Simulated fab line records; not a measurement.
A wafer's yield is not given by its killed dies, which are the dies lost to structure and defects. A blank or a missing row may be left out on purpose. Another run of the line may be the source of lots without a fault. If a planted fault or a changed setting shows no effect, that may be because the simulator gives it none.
fab line records	flow n5Finfet
record: lots: 5	wafers: 15	lastDay: 17
route steps=1938 shown BEOL_M9@1461 BEOL_M10@1470 PASSIVATION@1936
lots untouched by any fault: they come from a run of this same line in which no faults occurred
startH: start of the lot's first displayed wafer, in hours after the record's first day	waitH: how many hours have passed since the lot's step before this one	" same as the row above	L1.1+2: a single row standing in for several wafers	- either no value or no given start	* or withheld: withheld	< > ~ a bound
route shown NAME@n: names a module that has steps shown in the file, with the first one's number in the route	usual: mean/standard deviation taken from wafers without a fault	same: alike in all rows	chamber/n: place in a boat	sites: per-site readings	_std_site: standard deviation across them	_edge_site: inner sites' mean taken away from outer sites' mean	radiusMm: how far each site lies from the wafer's centre	mask NAME#n: copy n	behind: the most recent tool/chamber to have shaped the wafer	hold: cause of the lot's hold/its duration in hours/its outcome	device: which transistor (n, p or np) failed to switch	end of line: the route-end tests of the same wafers	a step without rows: its recipe alone	killed: dies that structure and defects cost at the first sort, which is not the same as the wafer's yield	map: dies across one wafer; x = killed, . = not, _ = none there
set.NAME: the setting that was run; set.NAME@STEP: the one run at that earlier step	model.NAME: the simulator's own value behind a step, which no gauge read
lots at selected steps of the route; one table per step, one row per wafer
services: the hour from which a tool's chamber was out of use, counted from the record's first day as startH (under 0 if before that day), plus the number of hours and why
== steps ==
step: N5_BEOL_M9_SPUTTER_48
recipe: material: Cu	targetThkA: 120	tempC: -20	biasV: 60	powerW: 26000	chamberPressurePa: 0.13	timeS: 2
usual: throttleValvePct: 29.7/1.1
lot.wafer	tool	chamber	startH	waitH	throttleValvePct
L774.1	pvdSputter-02	-	246.26	0.1	31.6
L774.2	"	-	"	"	30.0
L774.3	"	-	"	"	29.5
L776.4	pvdSputter-02	-	254.19	0.1	29.5
L776.5	"	-	"	"	29.1
L776.6	"	-	"	"	30.1
L786.1	pvdSputter-01	-	302.83	0.3	30.0
L786.3	"	-	"	"	30.5
L786.5	"	-	"	"	29.0
L789.1	pvdSputter-02	-	330.61	0.3	29.3
L789.2	"	-	"	"	28.8
L789.5	"	-	"	"	28.9
L792.1	pvdSputter-02	-	345.64	0.1	31.6
L792.3	"	-	"	"	29.8
L792.6	"	-	"	"	29.2
step: N5_BEOL_M9_ECD_50
recipe: material: Cu	targetThkA: 3180
step: N5_BEOL_M9_ANNEAL_51
recipe: tempC: 225	timeS: 90	ambient: N2
step: N5_BEOL_M9_CMP_52
recipe: stopOn: SiCOH_lowk	tOverpolishS: 7	downForcePsi: 1	platenRpm: 50	clearingPlatenDownForcePsi: 1.5	clearingPlatenRpm: 50	postCmpClean: cuAlkaline	targetThkNm: 140	clearingPlatenPadVelocityMS: 0.99484	padVelocityMS: 0.99484
step: N5_BEOL_M9_THK_MEAS_53
recipe: thkMeasGauge: xrf	reads: Cu_of_BEOL_M9_ECD_50
usual: M9_THK: 141/3.8
lot.wafer	tool	chamber	startH	waitH	M9_THK[nm]
L774.1	filmMetro-01	-	247.29	-	137
L774.2	"	-	"	"	147
L774.3	"	-	"	"	146
L776.4	filmMetro-02	-	255.51	-	138
L776.5	"	-	"	"	139
L776.6	"	-	"	"	138
L786.1	filmMetro-02	-	303.65	-	140
L786.3	"	-	"	"	137
L786.5	"	-	"	"	140
L789.1	filmMetro-02	-	331.58	-	140
L789.2	"	-	"	"	142
L789.5	"	-	"	"	138
L792.1	filmMetro-01	-	346.83	-	141
L792.3	"	-	"	"	143
L792.6	"	-	"	"	137
step: N5_BEOL_M9_PRE_CLEAN_55
recipe: gas: NH3	timeS: 15	tempC: withheld	rfPowerW: 300
step: N5_BEOL_M9_DEP_56
recipe: material: SiCN	targetThkA: 150	tempC: withheld	precursor: 3MS/NH3	pressureTorr: 3	rfW: 202	timeS: 26.5
step: N5_BEOL_M9_RS_MEAS_57
recipe: thkMeasGauge: four-point-probe	reads: Cu_of_BEOL_M9_ECD_50+Co_of_BEOL_M9_CVD_78+TaN_of_BEOL_M9_ALD_74
usual: M9_RS: 0.152/0.0042
lot.wafer	tool	chamber	startH	waitH	M9_RS[ohm/sq]
L774.1	filmMetro-01	-	247.42	0.1	0.157
L774.2	"	-	"	"	0.145
L774.3	"	-	"	"	0.147
L776.4	filmMetro-01	-	255.65	0.0	0.157
L776.5	"	-	"	"	0.156
L776.6	"	-	"	"	0.156
L786.1	filmMetro-02	-	303.79	0.1	0.151
L786.3	"	-	"	"	0.155
L786.5	"	-	"	"	0.152
L789.1	filmMetro-01	-	331.72	0.1	0.152
L789.2	"	-	"	"	0.149
L789.5	"	-	"	"	0.154
L792.1	filmMetro-02	-	346.96	0.1	0.152
L792.3	"	-	"	"	0.149
L792.6	"	-	"	"	0.157
step: N5_BEOL_M9_INSPECT_58
recipe: inspectInstrument: darkfield	mode: postDep
usual: rawDefectCount: 71/22
lot.wafer	tool	chamber	startH	waitH	rawDefectCount
L774.1	defectInspect-01	-	247.45	0.0	82
L774.2	"	-	"	"	62
L774.3	"	-	"	"	74
L776.4	defectInspect-02	-	255.67	0.0	129
L776.5	"	-	"	"	71
L776.6	"	-	"	"	72
L786.1	defectInspect-02	-	303.81	0.0	74
L786.3	"	-	"	"	69
L786.5	"	-	"	"	53
L789.1	defectInspect-02	-	331.75	0.0	102
L789.2	"	-	"	"	100
L789.5	"	-	"	"	99
L792.1	defectInspect-02	-	346.99	0.0	81
L792.3	"	-	"	"	71
L792.6	"	-	"	"	63
step: N5_BEOL_M10_ILD_DEP_00
recipe: material: SiCOH_lowk	targetThkA: 3085.1	tempC: 300	precursor: DEMS/porogen	pressureTorr: 5	rfW: 500	timeS: 58
step: N5_BEOL_M10_CURE_71
recipe: tempC: 385	timeS: 240	ambient: He/Ar	material: SiCOH_lowk
usual: lampPowerPct: 52.31/0.056	wafer_temp_C_max: 386.7/0.63
lot.wafer	tool	chamber	startH	waitH	lampPowerPct	wafer_temp_C_max
L774.1	uvCure-03	1	247.56	0.0	52.35	385.9
L774.2	"	1	"	"	52.30	386.4
L774.3	"	1	"	"	52.29	386.2
L776.4	uvCure-03	1	256.03	0.3	52.27	386.0
L776.5	"	1	"	"	52.25	386.2
L776.6	"	1	"	"	52.34	386.0
L786.1	uvCure-03	2	303.93	0.0	52.30	386.0
L786.3	"	2	"	"	52.32	386.7
L786.5	"	2	"	"	52.33	386.7
L789.1	uvCure-02	1	331.86	0.0	52.31	389.5
L789.2	"	1	"	"	52.33	388.3
L789.5	"	1	"	"	52.25	387.7
L792.1	uvCure-01	2	347.32	0.3	52.17	387.5
L792.3	"	2	"	"	52.34	386.8
L792.6	"	2	"	"	52.27	387.0
step: N5_BEOL_M10_THK_MEAS_01
recipe: reads: SiCOH_lowk_of_BEOL_M10_ILD_DEP_00
usual: M10_ILD_THK: 267/3.7
lot.wafer	tool	chamber	startH	waitH	M10_ILD_THK[nm]
L774.1	filmMetro-02	-	248.08	0.4	270
L774.2	"	-	"	"	269
L774.3	"	-	"	"	271
L776.4	filmMetro-01	-	256.30	0.2	272
L776.5	"	-	"	"	269
L776.6	"	-	"	"	273
L786.1	filmMetro-02	-	304.44	0.4	263
L786.3	"	-	"	"	265
L786.5	"	-	"	"	270
L789.1	filmMetro-01	-	332.37	0.4	267
L789.2	"	-	"	"	268
L789.5	"	-	"	"	271
L792.1	filmMetro-02	-	347.84	0.4	262
L792.3	"	-	"	"	267
L792.6	"	-	"	"	269
step: N5_BEOL_M10_PECVD_70
recipe: material: SiO2	targetThkA: 200	tempC: 400	precursor: TEOS/O2	pressureTorr: 5.5	rfW: 450	teosFlowSccm: 53.8	gas: O2	flowSccm: 3000	timeS: 22.7
usual: heaterPowerW: 677/80	showerheadPlenumPTorr: 8.77/0.051	susceptorTempC: 399.97/0.21	throttleValvePct: 22.2/1.2
lot.wafer	tool	chamber	startH	waitH	heaterPowerW	showerheadPlenumPTorr	susceptorTempC	throttleValvePct	model.SiO2_of_BEOL_M10_PECVD_70.thkNm
L774.1	pecvd-03	2	248.11	0.0	712	8.73	430.51	20.3	15.6
L774.2	"	0	"	"	513	8.84	399.77	21.5	20
L774.3	"	1	"	"	658	8.71	399.70	22.9	20
L776.4	pecvd-02	0	256.35	0.1	630	8.77	400.54	23.1	19.8
L776.5	"	2	"	"	760	8.77	400.32	21.0	20.2
L776.6	"	1	"	"	719	8.73	400.11	24.4	20.2
L786.1	pecvd-02	1	304.48	0.0	709	8.71	400.05	24.9	20
L786.3	"	0	"	"	640	8.75	399.83	23.5	19.4
L786.5	"	2	"	"	766	8.79	399.51	20.9	20.2
L789.1	pecvd-01	1	332.41	0.0	851	8.74	400.14	22.4	20
L789.2	"	2	"	"	656	8.87	399.98	21.6	20
L789.5	"	0	"	"	647	8.75	400.07	21.8	20.4
L792.1	pecvd-03	0	347.87	0.0	576	8.84	399.87	21.4	20
L792.3	"	1	"	"	637	8.71	400.04	23.0	20
L792.6	"	0	"	"	565	8.83	400.12	21.6	20
step: N5_BEOL_M10_HM_DEP_02
recipe: material: TiN	targetThkA: 200	tempC: 25	chamberPressurePa: 0.49996
usual: throttleValvePct: 29.6/1.2
lot.wafer	tool	chamber	startH	waitH	throttleValvePct
L774.1	pvdSputter-01	-	248.63	0.5	30.0
L774.2	"	-	"	"	29.0
L774.3	"	-	"	"	30.4
L776.4	pvdSputter-02	-	256.64	0.3	30.2
L776.5	"	-	"	"	29.6
L776.6	"	-	"	"	31.6
L786.1	pvdSputter-01	-	305.91	1.4	28.7
L786.3	"	-	"	"	30.5
L786.5	"	-	"	"	28.8
L789.1	pvdSputter-02	-	333.01	0.6	29.8
L789.2	"	-	"	"	28.7
L789.5	"	-	"	"	29.3
L792.1	pvdSputter-03	-	349.65	1.8	31.4
L792.3	"	-	"	"	30.2
L792.6	"	-	"	"	31.2
step: N5_BEOL_M10_COAT_59
recipe: resist: SOC	tempC: 250	timeS: 60	spinRpm: 1500	resistThkNm: 100
step: N5_BEOL_M10_COAT_60
recipe: resist: SiARC	tempC: 220	timeS: 60	spinRpm: 1500	resistThkNm: 30
step: N5_BEOL_M10_COAT_05
recipe: resist: CAR-ArF	spinRpm: 1500	resistThkNm: 90
step: N5_BEOL_M10_EBR_07
recipe: solvent: PGMEA	ebrWidthMm: 1.5
step: N5_BEOL_M10_SOFTBAKE_06
recipe: tempC: 110	timeS: 60	resist: CAR-ArF
step: N5_BEOL_M10_EXPOSE_08
recipe: maskId: M10	na: 1.35	sourceShape: dipole	sigmaInner: 0.411	sigmaOuter: 0.611	polarization: te	doseMj: 53.75
step: N5_BEOL_M10_PEB_09
recipe: pebTempC: withheld	pebTimeS: 60	resist: CAR-ArF
step: N5_BEOL_M10_DEVELOP_10
recipe: developTimeS: 30	developer: TMAH	resist: CAR-ArF	rinseLiquid: diw	dry: airSpin	devTempC: 23
step: N5_BEOL_M10_CD_MEAS_11
recipe: targetCdNm: 64.1	landingEnergyEv: 500	detector: seInlens	polarity: opening
usual: cdNm: 64.3/0.7
lot.wafer	tool	chamber	startH	waitH	cdNm
L774.1	cdSem-02	0	249.00	-	65.9
L774.2	"	0	"	"	64.5
L774.3	"	0	"	"	64.9
L776.4	cdSem-03	0	257.14	-	65.2
L776.5	"	0	"	"	64.8
L776.6	"	0	"	"	64.9
L786.1	cdSem-02	0	306.28	-	64.8
L786.3	"	0	"	"	64.2
L786.5	"	0	"	"	65.4
L789.1	cdSem-02	0	333.40	-	65.0
L789.2	"	0	"	"	63.9
L789.5	"	0	"	"	65.2
L792.1	cdSem-01	0	350.03	-	64.3
L792.3	"	0	"	"	65.0
L792.6	"	0	"	"	64.1
step: N5_BEOL_M10_OVL_MEAS_12
recipe: pointsPerWafer: 44
usual: M10_OVL: -0.2/0.75
lot.wafer	tool	chamber	startH	waitH	M10_OVL[nm]
L774.1	overlay-02	0	249.03	0.0	-1.7
L774.2	"	0	"	"	-0.8
L774.3	"	0	"	"	-1.2
L776.4	overlay-01	0	257.17	0.0	-0.7
L776.5	"	0	"	"	-0.4
L776.6	"	0	"	"	-1.2
L786.1	overlay-01	0	306.31	0.0	-0.3
L786.3	"	0	"	"	-0.6
L786.5	"	0	"	"	0.8
L789.1	overlay-01	0	333.43	0.0	-0.4
L789.2	"	0	"	"	0.4
L789.5	"	0	"	"	-0.4
L792.1	overlay-02	0	350.06	0.0	-0.3
L792.3	"	0	"	"	-0.7
L792.6	"	0	"	"	0.0
step: N5_BEOL_M10_INSPECT_13
recipe: mode: adi	inspectInstrument: brightfield
usual: rawDefectCount: 421/84
lot.wafer	tool	chamber	startH	waitH	rawDefectCount
L774.1	defectInspect-02	-	249.06	0.0	364
L774.2	"	-	"	"	378
L774.3	"	-	"	"	305
L776.4	defectInspect-02	-	257.19	0.0	526
L776.5	"	-	"	"	632
L776.6	"	-	"	"	499
L786.1	defectInspect-02	-	306.34	0.0	688
L786.3	"	-	"	"	491
L786.5	"	-	"	"	380
L789.1	defectInspect-02	-	333.45	0.0	453
L789.2	"	-	"	"	456
L789.5	"	-	"	"	389
L792.1	defectInspect-02	-	350.08	0.0	358
L792.3	"	-	"	"	475
L792.6	"	-	"	"	378
step: N5_BEOL_M10_DESCUM_16
recipe: chemistry: O2	timeS: 7.9	sourcePowerW: 50	biasPowerW: 20	pressureMtorr: 20	rfFrequencyHz: 2.712e+07	tempC: 40	resist: CAR-ArF	o2FlowSccm: 225
step: N5_BEOL_M10_ETCH_61
recipe: chemistry: CF4	target: SiARC	targetDepthA: 390	maskMaterial: CAR-ArF	timeS: 65	ionEnergyEv: 80	pressureMtorr: 40	sourceW: 545	biasW: 36	Ar_flow_sccm: 100	cf4FlowSccm: 100	ends: cleared
usual: biasW: 35.99/0.11	drypumpMotorCurrentA: 5.6/0.46	etchRfOnTimeS: 63.9/2.3	oesProductAu: 0.70/0.063	rfVppV: 184.2/1.1	showerheadPlenumPTorr: 2.15/0.065	throttleValvePct: 15.52/0.12
lot.wafer	tool	chamber	startH	waitH	biasW	drypumpMotorCurrentA	etchRfOnTimeS	oesProductAu	rfHoursCounterH	rfVppV	showerheadPlenumPTorr	throttleValvePct
L774.1	rieDiel-04	2	249.46	0.0	36.03	6.0	66.0	0.60	213	184.1	2.13	15.51
L774.2	"	0	"	"	35.81	6.0	64.0	0.66	147	182.8	2.07	15.49
L774.3	"	3	"	"	35.97	5.2	65.8	0.69	112	182.1	2.06	15.63
L776.4	rieDiel-06	2	257.36	0.0	36.12	5.8	59.4	0.73	89	183.1	2.17	15.53
L776.5	"	3	"	"	35.95	5.0	65.7	0.71	-	182.6	2.09	15.63
L776.6	"	2	"	"	35.97	5.8	59.2	0.74	-	184.1	2.17	15.54
L786.1	rieDiel-01	1	306.45	0.0	35.96	5.4	63.5	0.78	21	182.4	2.09	15.50
L786.3	"	3	"	"	35.89	6.1	63.3	0.79	29	183.8	2.09	15.24
L786.5	"	3	"	"	36.01	6.1	63.9	0.79	-	183.0	2.09	15.24
L789.1	rieDiel-06	1	333.61	0.0	35.74	6.3	63.2	0.71	78	185.8	2.24	15.47
L789.2	"	3	"	"	36.03	5.1	66.6	0.68	103	183.2	2.08	15.69
L789.5	"	3	"	"	35.82	5.0	67.3	0.67	-	184.0	2.08	15.70
L792.1	rieDiel-06	3	350.15	0.0	35.86	5.1	67.1	0.67	109	182.5	2.07	15.71
L792.3	"	0	"	"	36.00	5.2	61.8	0.86	6	185.0	2.20	15.13
L792.6	"	1	"	"	35.92	6.3	63.3	0.70	-	185.1	2.23	15.50
step: N5_BEOL_M10_ETCH_62
recipe: chemistry: N2/H2	target: SOC	targetDepthA: 1100	overetchA: 220	maskMaterial: SiARC	tempC: 40	timeS: 165	ionEnergyEv: 200	pressureMtorr: 30	sourceW: 840	biasW: 150	n2FlowSccm: 200	h2FlowSccm: 200
step: N5_BEOL_M10_STRIP_68
recipe: chemistry: N2/H2	tempC: 40	n2FlowSccm: 200	h2FlowSccm: 200	rfFrequencyHz: 6e+07
step: N5_BEOL_M10_STRIP_67
recipe: chemistry: CF4	resist: SiARC	powerW: 300	biasPowerW: 75	pressureMtorr: 50	cf4FlowSccm: 150	rfFrequencyHz: 6e+07
usual: drypumpMotorCurrentA: 5.6/0.47	oesProductAu: 0.80/0.065	rfVppV: 271.2/1.5	showerheadPlenumPTorr: 1.80/0.054	throttleValvePct: 13.51/0.13
lot.wafer	tool	chamber	startH	waitH	drypumpMotorCurrentA	oesProductAu	rfHoursCounterH	rfVppV	showerheadPlenumPTorr	throttleValvePct
L774.1	rieDiel-04	2	249.66	0.0	6.0	0.71	213	271.1	1.80	13.60
L774.2	"	0	"	"	6.0	0.78	147	269.7	1.74	13.45
L774.3	"	3	"	"	5.2	0.80	112	270.0	1.71	13.55
L776.4	rieDiel-06	2	257.55	0.0	5.7	0.82	89	269.7	1.82	13.50
L776.5	"	3	"	"	5.0	0.83	-	271.4	1.75	13.62
L776.6	"	2	"	"	5.8	0.81	-	271.7	1.82	13.51
L786.1	rieDiel-01	1	306.64	0.0	5.3	0.89	21	271.1	1.75	13.42
L786.3	"	3	"	"	6.1	0.90	29	268.6	1.77	13.29
L786.5	"	3	"	"	6.2	0.91	-	272.0	1.77	13.30
L789.1	rieDiel-06	1	333.81	0.0	6.4	0.82	78	271.5	1.88	13.47
L789.2	"	3	"	"	5.1	0.80	103	270.4	1.75	13.68
L789.5	"	3	"	"	5.0	0.80	-	272.2	1.75	13.67
L792.1	rieDiel-06	3	350.34	0.0	5.0	0.79	109	269.0	1.74	13.70
L792.3	"	0	"	"	5.2	0.96	6	270.4	1.84	13.07
L792.6	"	1	"	"	6.3	0.82	-	274.6	1.88	13.50
step: N5_BEOL_M10_HM_OPEN_17
recipe: chemistry: Cl2/BCl3	targetDepthA: 200	overetchA: 60	target: TiN	maskMaterial: SOC	ionEnergyEv: 150	pressureMtorr: 10	icpW: 1000	biasW: 126	Cl2_flow_sccm: 53.25	bcl3FlowSccm: 21.75	Ar_flow_sccm: 25
step: N5_BEOL_M10_STRIP_19
recipe: chemistry: O2	powerW: 400	tempC: 40	pressureMtorr: 30	rfFrequencyHz: 6e+07	biasPowerW: 0	overashFraction: 0.2	o2FlowSccm: 225
step: N5_BEOL_M10_CD_MEAS_18
recipe: pitchNm: 140	targetCdNm: 70
usual: cdNm: 70.3/0.79
lot.wafer	tool	chamber	startH	waitH	cdNm
L774.1	cdSem-03	-	249.92	0.0	71.2
L774.2	"	-	"	"	70.2
L774.3	"	-	"	"	70.9
L776.4	cdSem-03	-	257.78	0.1	72.4
L776.5	"	-	"	"	70.0
L776.6	"	-	"	"	71.9
L786.1	cdSem-03	-	306.86	0.0	71.1
L786.3	"	-	"	"	71.0
L786.5	"	-	"	"	72.0
L789.1	cdSem-03	-	334.12	0.0	70.4
L789.2	"	-	"	"	68.9
L789.5	"	-	"	"	70.4
L792.1	cdSem-01	-	350.57	0.0	69.9
L792.3	"	-	"	"	71.0
L792.6	"	-	"	"	70.2
step: N5_BEOL_M10_COAT_63
recipe: resist: SOC	tempC: 250	timeS: 60	spinRpm: 1500	resistThkNm: 100
step: N5_BEOL_M10_COAT_64
recipe: resist: SiARC	tempC: 220	timeS: 60	spinRpm: 1500	resistThkNm: 30
step: N5_BEOL_M10_COAT_22
recipe: resist: CAR-ArF	spinRpm: 1500	resistThkNm: 90
step: N5_BEOL_M10_EBR_24
recipe: solvent: PGMEA	ebrWidthMm: 1.5
step: N5_BEOL_M10_SOFTBAKE_23
recipe: tempC: 110	timeS: 60	resist: CAR-ArF
step: N5_BEOL_M10_EXPOSE_25
recipe: maskId: V9	na: 1.35	sourceShape: annular	sigmaInner: 0.5	sigmaOuter: 0.8	polarization: unpolarized	doseMj: 85.5
step: N5_BEOL_M10_PEB_26
recipe: pebTempC: withheld	pebTimeS: 60	resist: CAR-ArF
step: N5_BEOL_M10_DEVELOP_27
recipe: developTimeS: 30	developer: TMAH	resist: CAR-ArF	rinseLiquid: diw	dry: airSpin	devTempC: 23
step: N5_BEOL_M10_CD_MEAS_28
recipe: targetCdNm: 70	landingEnergyEv: 500	detector: seInlens	polarity: opening
usual: cdNm: 69.9/1.2
lot.wafer	tool	chamber	startH	waitH	cdNm
L774.1	cdSem-01	0	252.02	-	70.8
L774.2	"	0	"	"	72.0
L774.3	"	0	"	"	68.8
L776.4	cdSem-01	0	258.07	-	73.1
L776.5	"	0	"	"	71.4
L776.6	"	0	"	"	72.8
L786.1	cdSem-02	0	309.22	-	70.5
L786.3	"	0	"	"	70.4
L786.5	"	0	"	"	70.9
L789.1	cdSem-01	0	337.56	-	68.6
L789.2	"	0	"	"	68.4
L789.5	"	0	"	"	69.3
L792.1	cdSem-03	0	350.85	-	70.1
L792.3	"	0	"	"	70.5
L792.6	"	0	"	"	70.5
step: N5_BEOL_M10_HM_STRIP_39
recipe: chemistry: peroxideTinStrip	material: TiN	targetDepthA: 250	tempC: 50	timeS: 158
lot.wafer	tool	chamber	startH	waitH	model.SiO2_of_BEOL_M10_PECVD_70.thkNm
L774.1	wetBench-02	4	252.63	0.0	15.4
L774.2+3	"	6,0	"	"	19.8
L776.4	wetBench-03	7	258.80	0.0	19.6
L776.5+6	"	0,4	"	"	20
L786.1	wetBench-02	7	310.02	0.0	19.8
L786.3	"	6	"	"	19.2
L786.5	"	2	"	"	20
L789.1	wetBench-02	4	338.17	0.0	19.8
L789.2	"	3	"	"	20
L789.5	"	2	"	"	20.2
L792.1+3+6	wetBench-03	2,5,4	351.50	0.0	19.8
step: N5_BEOL_M10_CMP_52
recipe: stopOn: SiCOH_lowk	tOverpolishS: 7	downForcePsi: 1	platenRpm: 50	clearingPlatenDownForcePsi: 1.5	clearingPlatenRpm: 50	postCmpClean: cuAlkaline	targetThkNm: 140	clearingPlatenPadVelocityMS: 0.99484	padVelocityMS: 0.99484
usual: barrierFieldEndpointS: 28.7/0.82	motorCurrentA: 5.7/0.64
lot.wafer	tool	chamber	startH	waitH	barrierFieldEndpointS	motorCurrentA
L774.1	cmp-02	3	255.48	0.3	23.0	5.3
L774.2	"	0	"	"	29.0	6.3
L774.3	"	1	"	"	28.9	6.8
L776.4	cmp-01	0	262.43	0.3	28.9	6.1
L776.5	"	1	"	"	29.0	4.7
L776.6	"	2	"	"	29.4	6.4
L786.3	cmp-01	1	312.88	0.2	28.0	4.7
L786.1	"	3	"	"	28.7	4.9
L786.5	"	0	"	"	30.2	6.5
L789.1	cmp-01	1	340.29	0.3	28.2	4.8
L789.2	"	3	"	"	28.1	4.6
L789.5	"	1	"	"	28.5	5.2
L792.3	cmp-01	2	353.61	0.2	28.3	6.2
L792.1	"	1	"	"	28.6	5.1
L792.6	"	3	"	"	28.2	4.9
step: N5_PASSIVATION_PROBE_49
usual: defectLimitedYield: 91.1/1.4	killed_at_M0_to_M3: 34/9.7	killed_at_M4_up: 13/5.1	killedAtContacts: 14/6.3	killedAtFrontEnd: 40/11	killedAtOther: 3.5/2.7	killedDies: 105/16	killedOpen: 70/12	killedShort: 34/7.8	sort_bin_4_leakage: 0.02/0.13	sort_bin_5_function: 5.2/0.88	sort_bin_6_memory: 3.3/0.7	sortNPass: 1074/17	sortYieldPct: 91.0/1.5
same: grossDies: 1180	killedAtBackSide: 0	sort_bin_8_speed[%]: 0
lot.wafer	tool	chamber	startH	waitH	defectLimitedYield[%]	killed_at_M0_to_M3	killed_at_M4_up	killedAtContacts	killedAtFrontEnd	killedAtOther	killedDies	killedOpen	killedShort	sort_bin_4_leakage[%]	sort_bin_5_function[%]	sort_bin_6_memory[%]	sortNPass	sortYieldPct[%]
L786.1	prober-02	-	368.70	0.0	91.7	25	12	20	37	4	98	60	38	0	5.6	2.5	1082	91.7
L786.5	prober-02	-	368.90	0.2	92.1	22	6	16	46	3	93	59	33	0	4.3	3.2	1087	92.1
L789.1	prober-01	-	386.86	0.0	91.0	38	8	18	37	5	106	70	36	0	5.7	3.1	1074	91.0
L789.2	prober-01	-	386.91	0.1	91.7	30	9	15	39	5	98	65	32	0	4.9	3.3	1082	91.7
L789.5	prober-01	-	387.06	0.2	90.3	36	5	20	53	1	115	80	30	0	5.7	3.3	1065	90.3
killed by level:class
L786.1 MOL_CONTACT_COAG:geometricParticle:open=14 FIN_SAQP:geometricParticle:short=13 BEOL_M3:geometricParticle:open=10 MOL_CONTACT_COAG:geometricParticle:short=6 BEOL_M2:geometricParticle:open=5 FIN_SAQP:geometricParticle:open=4 DUMMY_GATE:geometricParticle:open=3 ILD0:geometricParticle:short=3
L786.5 MOL_CONTACT_COAG:geometricParticle:open=14 FIN_SAQP:geometricParticle:short=13 STI_FIN_REVEAL:geometricParticle:open=8 FIN_SAQP:geometricParticle:open=7 BEOL_M2:geometricParticle:open=6 STI_FIN_REVEAL:geometricParticle:short=4 DUMMY_GATE:geometricParticle:open=4 BEOL_M1:geometricParticle:open=4
L789.1 MOL_CONTACT_COAG:geometricParticle:open=13 BEOL_M2:geometricParticle:open=13 BEOL_M3:geometricParticle:open=10 FIN_SAQP:geometricParticle:short=6 BEOL_M1:geometricParticle:open=6 MOL_CONTACT_COAG:geometricParticle:short=5 FIN_SAQP:geometricParticle:open=4 STI_FIN_REVEAL:geometricParticle:open=4
L789.2 MOL_CONTACT_COAG:geometricParticle:open=13 BEOL_M2:geometricParticle:open=11 FIN_SAQP:geometricParticle:short=10 GATE_CUT:geometricParticle:short=6 FIN_SAQP:geometricParticle:open=5 BEOL_M3:geometricParticle:open=5 BEOL_M0_SAQP:geometricParticle:open=4 FIN_CUT:geometricParticle:open=3
L789.5 STI_FIN_REVEAL:geometricParticle:open=18 BEOL_M3:geometricParticle:open=16 MOL_CONTACT_COAG:geometricParticle:open=14 GATE_CUT:geometricParticle:short=6 ILD0:geometricParticle:open=6 MOL_CONTACT_COAG:geometricParticle:short=6 BEOL_M0_SAQP:geometricParticle:open=6 BEOL_M0_SAQP:geometricParticle:short=6
== services ==
tool	chamber	startH	hours	kind
pecvd-02	-	222.48	6.0	pm
pecvd-01	-	224.41	0.5	repair
uvCure-03	-	224.65	0.2	repair
uvCure-02	-	230.55	2.1	pm
pecvd-01	1	254.45	48.9	repair
rieDiel-06	-	256.88	0.1	repair
uvCure-01	-	258.43	9.2	repair
cmp-02	-	261.13	7.5	pm
pecvd-01	2	264.95	6.6	repair
cmp-01	-	283.72	1.5	repair
rieDiel-01	-	284.58	0.4	repair
cmp-02	-	289.66	4.0	pm
cmp-02	-	298.05	6.0	pm
pecvd-03	-	299.39	28.1	pm
uvCure-01	-	301.40	2.1	pm
cmp-01	-	307.11	0.3	repair
rieDiel-06	0	311.12	-	clean
rieDiel-06	0	311.12	-	consumableReplace:esc
rieDiel-06	0	311.12	-	consumableReplace:focusRing
rieDiel-06	0	311.12	22.7	scheduledDown
uvCure-01	-	320.21	6.0	pm
pecvd-03	-	334.70	0.7	repair
rieDiel-01	2	337.34	4.5	repair
pvdSputter-01	-	350.73	6.6	repair
== key ==
firstSign: step: N5_BEOL_M10_PECVD_70	reading: susceptorTempC	direction: up	sigmas: 99+	usual: *	struck: *
effect: step: N5_BEOL_M10_CMP_52	reading: barrierFieldEndpointS	direction: down	sigmas: 6.9	usual: 28.7	struck: 23.0
modelEffect: step: N5_BEOL_M10_PECVD_70	value: SiO2_of_BEOL_M10_PECVD_70.thkNm	without: 19.6	struck: 15.6
modelEffect: step: N5_BEOL_M10_HM_STRIP_39	value: SiO2_of_BEOL_M10_PECVD_70.thkNm	without: 19.4	struck: 15.4
metAt N5_BEOL_M10_PECVD_70
struckWafers L774.1
fault: kind: processParameterDrift	tool: pecvd-03	chamber: 2	onsetH: 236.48	steps: N5_BEOL_M10_PECVD_70	channel: tempC	offset: *	shape: step	endH: 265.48	actsIn: *	stated: *
